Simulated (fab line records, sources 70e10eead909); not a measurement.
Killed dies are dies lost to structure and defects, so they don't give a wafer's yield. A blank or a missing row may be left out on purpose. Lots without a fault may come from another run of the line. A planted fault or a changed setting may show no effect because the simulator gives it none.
fab line records | flow nand_harc
record lots=6 wafers=18 last_day=34
route steps=1302 shown A_ONON_D1@430 END@1302
lots that met no fault: from a run of the same line without faults
start_h: hours from the record's first day to the start of the lot's first wafer shown | wait_h: hours since the lot's step before | " the same as in the row above | L1.1+2: a row that stands for several wafers | - no value, or no start given | * or withheld: withheld | < > ~ a bound
route shown NAME@n: a module of which the file shows steps, and the number in the route of the first | usual: mean/standard deviation of fault-free wafers | same: alike in all rows | chamber/n: place in a boat | sites: the reading at each site | _std_site: their standard deviation | _edge_site: outer sites' mean less inner sites' | radius_mm: how far each site lies from the wafer's centre | mask NAME#n: copy n | behind: the tool/chamber that last shaped the wafer | hold: why the lot was held/for how many hours/how that ended | device: the transistor (n, p or np) that didn't switch | end of line: the same wafers' tests at the end of the route | a step without rows: its recipe alone | killed: dies lost to structure and defects at the first sort, not the wafer's yield | map: a wafer's dies, x killed, . not, _ none there
set.NAME: the setting as run; set.NAME@STEP: as run at that earlier step | model.NAME: the simulator's own value behind a step, which no gauge read
lots at some steps of the route; a table a step, a row a wafer
services: from which hour (start_h, from the record's first day; less than 0 if before it) a tool's chamber was out of use, for how many hours, and why
## steps
# step NHARC_A_ONON_D1_DEP_09
# recipe target_thk_a=10000 n2_flow_sccm=2750 n2o_flow_sccm=2000 nh3_flow_sccm=500 sih4_flow_sccm=210 temp_c=400
# step NHARC_A_ONON_D1_THK_MEAS_11
# recipe thk_meas_gauge=ellipsometry
# usual thk_nm=1000/8.3
# columns lot.wafer tool chamber start_h wait_h thk_nm
L653.2 film_metro-01 - 240.36 - 1005
L653.5 " - " " 1004
L653.6 " - " " 1004
L656.2 film_metro-01 - 273.90 - 1000
L656.4 " - " " 1001
L656.5 " - " " 1002
L665.1 film_metro-02 - 366.57 - 998
L665.3 " - " " 998
L665.5 " - " " 998
L667.2 film_metro-01 - 375.23 - 1004
L667.5 " - " " 1004
L667.6 " - " " 1004
L668.2 film_metro-01 - 384.25 - 1003
L668.3 " - " " 1001
L668.5 " - " " 1003
L669.3 film_metro-02 - 400.92 - 1011
L669.4 " - " " 1009
L669.6 " - " " 1011
# step NHARC_A_ONON_D1_DEP_12
# recipe target_thk_a=10000 n2_flow_sccm=2750 n2o_flow_sccm=2000 nh3_flow_sccm=500 sih4_flow_sccm=210 temp_c=400
# step NHARC_A_ONON_D1_THK_MEAS_14
# recipe thk_meas_gauge=ellipsometry
# usual thk_nm=995/11
# columns lot.wafer tool chamber start_h wait_h thk_nm
L653.2 film_metro-01 - 240.92 - 1014
L653.5 " - " " 1013
L653.6 " - " " 1012
L656.2 film_metro-01 - 274.47 - 1009
L656.4 " - " " 1009
L656.5 " - " " 1009
L665.1 film_metro-01 - 367.14 - 999
L665.3 " - " " 997
L665.5 " - " " 997
L667.2 film_metro-01 - 375.80 - 994
L667.5 " - " " 995
L667.6 " - " " 995
L668.2 film_metro-01 - 384.82 - 987
L668.3 " - " " 987
L668.5 " - " " 984
L669.3 film_metro-02 - 401.49 - 1004
L669.4 " - " " 1004
L669.6 " - " " 1005
# step NHARC_A_ONON_D1_ANNEAL_15
# recipe temp_c=750 time_s=3600
# step NHARC_A_ONON_D1_DEP_16
# recipe target_thk_a=10000 n2_flow_sccm=2750 n2o_flow_sccm=2000 nh3_flow_sccm=500 sih4_flow_sccm=210 temp_c=400
# step NHARC_A_ONON_D1_THK_MEAS_18
# recipe thk_meas_gauge=ellipsometry
# usual thk_nm=1000/11
# columns lot.wafer tool chamber start_h wait_h thk_nm
L653.2 film_metro-01 - 249.79 - 978
L653.5 " - " " 978
L653.6 " - " " 977
L656.2 film_metro-01 - 282.56 - 994
L656.4 " - " " 992
L656.5 " - " " 995
L665.1 film_metro-01 - 374.88 - 1010
L665.3 " - " " 1012
L665.5 " - " " 1009
L667.2 film_metro-01 - 383.36 - 987
L667.5 " - " " 987
L667.6 " - " " 986
L668.2 film_metro-02 - 392.59 - 1012
L668.3 " - " " 1013
L668.5 " - " " 1013
L669.3 film_metro-01 - 409.36 - 1000
L669.4 " - " " 999
L669.6 " - " " 999
# step NHARC_A_ONON_D1_DEP_19
# recipe target_thk_a=10000 n2_flow_sccm=2750 n2o_flow_sccm=2000 nh3_flow_sccm=500 sih4_flow_sccm=210 temp_c=400
# step NHARC_A_ONON_D1_THK_MEAS_21
# recipe thk_meas_gauge=ellipsometry
# usual thk_nm=1000/11
# columns lot.wafer tool chamber start_h wait_h thk_nm
L653.2 film_metro-02 - 250.36 - 1005
L653.5 " - " " 1007
L653.6 " - " " 1007
L656.2 film_metro-01 - 283.13 - 973
L656.4 " - " " 972
L656.5 " - " " 972
L665.1 film_metro-01 - 375.45 - 986
L665.3 " - " " 986
L665.5 " - " " 986
L667.2 film_metro-01 - 383.93 - 999
L667.5 " - " " 998
L667.6 " - " " 997
L668.2 film_metro-01 - 393.16 - 995
L668.3 " - " " 995
L668.5 " - " " 995
L669.3 film_metro-01 - 409.92 - 1009
L669.4 " - " " 1007
L669.6 " - " " 1007
# step NHARC_A_ONON_D1_DEP_22
# recipe target_thk_a=10000 n2_flow_sccm=2750 n2o_flow_sccm=2000 nh3_flow_sccm=500 sih4_flow_sccm=210 temp_c=400
# step NHARC_A_ONON_D1_THK_MEAS_24
# recipe thk_meas_gauge=ellipsometry
# usual thk_nm=1001/8.3
# columns lot.wafer tool chamber start_h wait_h thk_nm
L653.2 film_metro-01 - 250.92 - 1000
L653.5 " - " " 1000
L653.6 " - " " 999
L656.2 film_metro-01 - 283.70 - 997
L656.4 " - " " 998
L656.5 " - " " 996
L665.1 film_metro-01 - 376.02 - 992
L665.3 " - " " 993
L665.5 " - " " 993
L667.2 film_metro-01 - 384.50 - 983
L667.5 " - " " 984
L667.6 " - " " 983
L668.2 film_metro-02 - 393.73 - 992
L668.3 " - " " 989
L668.5 " - " " 990
L669.3 film_metro-02 - 410.49 - 1007
L669.4 " - " " 1006
L669.6 " - " " 1006
# step NHARC_A_ONON_D1_DEP_25
# recipe target_thk_a=10000 n2_flow_sccm=2750 n2o_flow_sccm=2000 nh3_flow_sccm=500 sih4_flow_sccm=210 temp_c=400
# usual nh3_flow_sccm=499.6/1.4
# columns lot.wafer tool chamber start_h wait_h nh3_flow_sccm
L653.2 pecvd_onon-02 0 251.04 0.1 499.2
L653.5 " 0 " " 499.3
L653.6 " 0 " " 499.8
L656.2 pecvd_onon-03 0 283.81 0.1 499.2
L656.4 " 0 " " 499.4
L656.5 " 0 " " 499.8
L665.1 pecvd_onon-03 0 376.08 0.1 499.5
L665.3 " 0 " " 500.2
L665.5 " 0 " " 498.1
L667.2 pecvd_onon-03 0 384.61 0.1 498.4
L667.5 " 0 " " 502.6
L667.6 " 0 " " 501.1
L668.2 pecvd_onon-02 0 393.84 0.1 499.0
L668.3 " 0 " " 497.5
L668.5 " 0 " " 499.8
L669.3 pecvd_onon-02 0 410.66 0.2 501.6
L669.4 " 0 " " 498.9
L669.6 " 0 " " 499.9
# step NHARC_A_ONON_D1_THK_MEAS_27
# recipe thk_meas_gauge=ellipsometry
# usual thk_nm=1002/8.3
# columns lot.wafer tool chamber start_h wait_h thk_nm
L653.2 film_metro-01 - 251.50 - 1003
L653.5 " - " " 1004
L653.6 " - " " 1004
L656.2 film_metro-01 - 284.26 - 1018
L656.4 " - " " 1017
L656.5 " - " " 1017
L665.1 film_metro-01 - 376.59 - 1804
L665.3 " - " " 1801
L665.5 " - " " 1802
L667.2 film_metro-01 - 385.06 - 1816
L667.5 " - " " 1816
L667.6 " - " " 1817
L668.2 film_metro-01 - 394.29 - 1003
L668.3 " - " " 1006
L668.5 " - " " 1005
L669.3 film_metro-01 - 411.05 - 1004
L669.4 " - " " 1005
L669.6 " - " " 1005
# step NHARC_A_ONON_D1_DEP_28
# recipe target_thk_a=10000 n2_flow_sccm=2750 n2o_flow_sccm=2000 nh3_flow_sccm=500 sih4_flow_sccm=210 temp_c=400
# step NHARC_END_SORT_01
# recipe temp_c=25
# usual killed_at_array=55/17 killed_at_other=1.1/1.6 killed_at_periphery=3.8/2.5 killed_dies=60/18 killed_open=3.3/1.9 killed_short=2.5/1.7
# same gross_dies=677
# columns lot.wafer tool chamber start_h wait_h killed_at_array killed_at_other killed_at_periphery killed_dies killed_open killed_short
L653.2 prober-01 0 660.55 2.8 78 1 7 86 6 4
L653.5 prober-01 0 663.00 3.8 89 1 5 95 2 2
L653.6 prober-01 0 663.82 4.1 88 0 6 94 5 1
L656.5 prober-01 0 670.89 3.7 31 1 3 35 5 2
L667.2 prober-01 0 765.25 2.8 670 5 2 677 4 0
L667.5 prober-01 0 767.67 3.7 670 4 3 677 5 4
L667.6 prober-01 0 768.48 4.0 661 11 5 677 8 2
L665.5 prober-01 0 775.48 3.7 677 0 0 677 3 2
L668.2 prober-01 0 801.23 2.8 37 1 3 41 4 2
L668.3 prober-01 0 802.02 3.1 50 0 2 52 4 3
L668.5 prober-01 0 803.58 3.6 46 0 2 48 2 3
# killed by level:class
L653.2 A_CHANNEL_HOLE_D1:chamber_film_flake=29 A_SLIT:chamber_film_flake=21 A_CHANNEL_HOLE_D2:chamber_film_flake=12 A_STAIRCASE:chamber_film_flake=6 P_ZERO_WELL:chamber_film_flake=4 A_CONTACT:geometric_particle:open=2 A_CHANNEL_FILL_D2:geometric_particle:open=2 P_CONTACT:geometric_particle:open=1
L653.5 A_CHANNEL_HOLE_D1:chamber_film_flake=40 A_SLIT:chamber_film_flake=32 A_CHANNEL_HOLE_D2:chamber_film_flake=7 A_CONTACT:chamber_film_flake=5 P_ZERO_WELL:chamber_film_flake=3 A_STAIRCASE:chamber_film_flake=2 P_CONTACT:geometric_particle:short=1 A_CHANNEL_FILL_D1:geometric_particle:open=1
L653.6 A_CHANNEL_HOLE_D1:chamber_film_flake=34 A_SLIT:chamber_film_flake=20 A_CHANNEL_HOLE_D2:chamber_film_flake=18 A_CONTACT:chamber_film_flake=6 A_STAIRCASE:chamber_film_flake=5 P_GATE:chamber_film_flake=4 P_M0:geometric_particle:open=1 A_ONON_D1:geometric_particle:open=1
L656.5 A_SLIT:chamber_film_flake=14 A_CHANNEL_HOLE_D2:chamber_film_flake=4 A_CONTACT:chamber_film_flake=4 P_CONTACT:geometric_particle:open=2 A_STAIRCASE:chamber_film_flake=2 A_CHANNEL_FILL_D1:geometric_particle:short=1 A_ONON_D2:geometric_particle:open=1 A_ONON_D2:geometric_particle:short=1
L667.2 A_ONON_D1:area_dep=613 A_CHANNEL_HOLE_D2:chamber_film_flake=26 A_CONTACT:chamber_film_flake=13 A_CHANNEL_HOLE_D1:chamber_film_flake=10 A_SLIT:chamber_film_flake=5 THIN_TSV:chamber_film_flake=5 A_WL_FILL:geometric_particle:open=3 P_GATE:geometric_particle:open=1
L667.5 A_ONON_D1:area_dep=619 A_CHANNEL_HOLE_D2:chamber_film_flake=23 A_CHANNEL_HOLE_D1:chamber_film_flake=9 A_CONTACT:chamber_film_flake=9 A_SLIT:chamber_film_flake=4 THIN_TSV:chamber_film_flake=4 P_GATE:geometric_particle:open=1 P_CONTACT:geometric_particle:open=1
L667.6 A_ONON_D1:area_dep=616 A_CHANNEL_HOLE_D1:chamber_film_flake=13 A_CHANNEL_HOLE_D2:chamber_film_flake=12 THIN_TSV:chamber_film_flake=11 A_SLIT:chamber_film_flake=7 A_CONTACT:chamber_film_flake=6 P_M1:geometric_particle:open=2 A_BLC:geometric_particle:open=2
L665.5 A_ONON_D1:area_dep=645 A_SLIT:chamber_film_flake=17 A_CHANNEL_HOLE_D1:chamber_film_flake=5 A_WL_FILL:chamber_film_flake=3 A_ONON_D2:geometric_particle:short=1 A_CHANNEL_FILL_D2:geometric_particle:open=1 A_SGD_CUT:geometric_particle:short=1 A_WL_FILL:geometric_particle:open=1
L668.2 A_SLIT:chamber_film_flake=13 A_CONTACT:chamber_film_flake=10 A_CHANNEL_HOLE_D1:chamber_film_flake=7 P_GATE:chamber_film_flake=2 P_M0:geometric_particle:short=1 A_CHANNEL_FILL_D1:geometric_particle:short=1 A_CHANNEL_FILL_D1:geometric_particle:open=1 A_CHANNEL_FILL_D2:geometric_particle:open=1
L668.3 A_SLIT:chamber_film_flake=19 A_CHANNEL_HOLE_D1:chamber_film_flake=18 A_CONTACT:chamber_film_flake=7 P_CONTACT:geometric_particle:short=1 A_CHANNEL_HOLE_D2:geometric_particle:short=1 A_CHANNEL_FILL_D2:geometric_particle:open=1 A_WL_FILL:geometric_particle:short=1 A_WL_FILL:geometric_particle:open=1
L668.5 A_SLIT:chamber_film_flake=15 A_CONTACT:chamber_film_flake=12 A_CHANNEL_HOLE_D1:chamber_film_flake=9 A_DECK1_JOINT:chamber_film_flake=2 A_STAIRCASE:chamber_film_flake=2 P_GATE:geometric_particle:short=1 A_CHANNEL_FILL_D1:geometric_particle:short=1 A_ONON_D2:geometric_particle:open=1
# map L665.5 (x killed, . not)
____________x____________
_________xxxxxxx_________
_______xxxxxxxxxxx_______
______xxxxxxxxxxxxx______
_____xxxxxxxxxxxxxxx_____
____xxxxxxxxxxxxxxxxx____
____xxxxxxxxxxxxxxxxx____
___xxxxxxxxxxxxxxxxxxx___
___xxxxxxxxxxxxxxxxxxx___
__xxxxxxxxxxxxxxxxxxxxx__
__xxxxxxxxxxxxxxxxxxxxx__
_xxxxxxxxxxxxxxxxxxxxxxx_
_xxxxxxxxxxxxxxxxxxxxxxx_
_xxxxxxxxxxxxxxxxxxxxxxx_
_xxxxxxxxxxxxxxxxxxxxxxx_
_xxxxxxxxxxxxxxxxxxxxxxx_
xxxxxxxxxxxxxxxxxxxxxxxxx
xxxxxxxxxxxxxxxxxxxxxxxxx
xxxxxxxxxxxxxxxxxxxxxxxxx
xxxxxxxxxxxxxxxxxxxxxxxxx
xxxxxxxxxxxxxxxxxxxxxxxxx
_xxxxxxxxxxxxxxxxxxxxxxx_
_xxxxxxxxxxxxxxxxxxxxxxx_
_xxxxxxxxxxxxxxxxxxxxxxx_
_xxxxxxxxxxxxxxxxxxxxxxx_
_xxxxxxxxxxxxxxxxxxxxxxx_
__xxxxxxxxxxxxxxxxxxxxx__
__xxxxxxxxxxxxxxxxxxxxx__
___xxxxxxxxxxxxxxxxxxx___
___xxxxxxxxxxxxxxxxxxx___
____xxxxxxxxxxxxxxxxx____
____xxxxxxxxxxxxxxxxx____
_____xxxxxxxxxxxxxxx_____
______xxxxxxxxxxxxx______
_______xxxxxxxxxxx_______
_________xxxxxxx_________
____________x____________
# map L667.2 (x killed, . not)
____________x____________
_________xxxxxxx_________
_______xxxxxxxxxxx_______
______xxxxxxxxxxxxx______
_____xxxxxxxxxxxxxxx_____
____xxxxxxxxxxxxxxxxx____
____xxxxxxxxxxxxxxxxx____
___xxxxxxxxxxxxxxxxxxx___
___xxxxxxxxxxxxxxxxxxx___
__xxxxxxxxxxxxxxxxxxxxx__
__xxxxxxxxxxxxxxxxxxxxx__
_xxxxxxxxxxxxxxxxxxxxxxx_
_xxxxxxxxxxxxxxxxxxxxxxx_
_xxxxxxxxxxxxxxxxxxxxxxx_
_xxxxxxxxxxxxxxxxxxxxxxx_
_xxxxxxxxxxxxxxxxxxxxxxx_
xxxxxxxxxxxxxxxxxxxxxxxxx
xxxxxxxxxxxxxxxxxxxxxxxxx
xxxxxxxxxxxxxxxxxxxxxxxxx
xxxxxxxxxxxxxxxxxxxxxxxxx
xxxxxxxxxxxxxxxxxxxxxxxxx
_xxxxxxxxxxxxxxxxxxxxxxx_
_xxxxxxxxxxxxxxxxxxxxxxx_
_xxxxxxxxxxxxxxxxxxxxxxx_
_xxxxxxxxxxxxxxxxxxxxxxx_
_xxxxxxxxxxxxxxxxxxxxxxx_
__xxxxxxxxxxxxxxxxxxxxx__
__xxxxxxxxxxxxxxxxxxxxx__
___xxxxxxxxxxxxxxxxxxx___
___xxxxxxxxxxxxxxxxxxx___
____xxxxxxxxxxxxxxxxx____
____xxxxxxxxxxxxxxxxx____
_____xxxxxxxxxxxxxxx_____
______xxxxxxxxxxxxx______
_______xxxxxxxxxxx_______
_________xxxxxxx_________
____________x____________
## services
# columns tool chamber start_h hours kind
pecvd_onon-02 - 366.00 13.0 pm
pecvd_onon-03 - 408.00 13.0 pm
## key
first_sign step=NHARC_A_ONON_D1_THK_MEAS_27 reading=thk_nm direction=up sigmas=98 usual=1002 struck=1810
effect step=NHARC_END_SORT_01 reading=killed_at_array direction=up sigmas=35 usual=55 struck=670
more_kills_born_at NHARC_A_ONON_D1_DEP_25@pecvd_onon-03=2493
met_at NHARC_A_ONON_D1_DEP_25
struck_wafers L665.1,L665.3,L665.5,L667.2,L667.5,L667.6
rows_end L665.1,L665.3
later_rows_left_out L665.5,L667.2,L667.5,L667.6
tester_left_out L665,L667
onset_between 283.81 376.08
fault kind=process_parameter_drift tool=pecvd_onon-03 chamber=- onset_h=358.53 steps=NHARC_A_ONON_D1_DEP_25 channel=target_thk_a offset=* shape=step acts_in=* stated=*
# tester_left_out: of these lots the tester's yield and bins aren't shown, on N5 and GAA mostly nor the transistor test; their killed dies are dies lost to structure and defects alone, not to doping, threshold or leakage, so they don't give the yield
# later_rows_left_out: the simulator's readings of these wafers behind a module that went badly wrong aren't trusted and aren't shown, but for the sort
# rows_end: these wafers met a further fault down the route, and their rows from its step on are left out
